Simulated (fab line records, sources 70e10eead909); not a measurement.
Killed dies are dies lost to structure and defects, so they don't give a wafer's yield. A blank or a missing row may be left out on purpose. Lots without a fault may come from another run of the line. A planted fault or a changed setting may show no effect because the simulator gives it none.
Chamber matching | flow nand_harc | NHARC_P_M0_DEP_32 on pecvd-03: 3 sister chambers
The step deposits SiCN, target thk 30 nm. 6 wafers are shown with their chamber, then 7 later ones without.

WAFERS WITH THEIR CHAMBER
wafer  | chamber | heater_power_w (W) | heater_power_outer_w (W)
L391.2 | 1       | 584                | 345
L394.3 | 1       | 586                | 341
L394.5 | 0       | 564                | 337
L394.6 | 2       | 606                | 362
L396.2 | 0       | 569                | 347
L396.5 | 2       | 576                | 339

WAFERS WITHOUT THEIR CHAMBER
wafer  | heater_power_w (W) | heater_power_outer_w (W)
L396.6 | 626                | 379
L398.1 | 565                | 336
L398.3 | 514                | 288
L398.6 | 583                | 335
L408.4 | 605                | 375
L408.5 | 595                | 353
L408.6 | 553                | 317

WHICH CHAMBER EACH WENT THROUGH
wafer  | from the rows above          | in truth
L396.6 | can't be placed: 2 or 1      | 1
L398.1 | can't be placed: 0 or 1 or 2 | 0
L398.3 | can't be placed: 0 or 1 or 2 | 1
L398.6 | can't be placed: 1 or 0 or 2 | 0
L408.4 | can't be placed: 2 or 1 or 0 | 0
L408.5 | can't be placed: 2 or 1      | 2
L408.6 | can't be placed: 0 or 1 or 2 | 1
Placed correctly: 0 of 7. Can't be placed from these rows: 7 (the true chamber is among the candidates in 7). Placed wrongly: 0.
How it was worked out, from the rows above alone: a wafer's distance from a chamber is the root of the sum, over the readings, of the square of ((its reading less the chamber's mean) divided by the reading's scatter). The wafer belongs to the nearest chamber; if the next one is less than 2 further off, it can't be placed. A chamber's mean is the mean of its shown wafers. The scatter: the root of (the sum of the squares of (reading less its chamber's mean) over the shown wafers, divided by (wafers less chambers)).
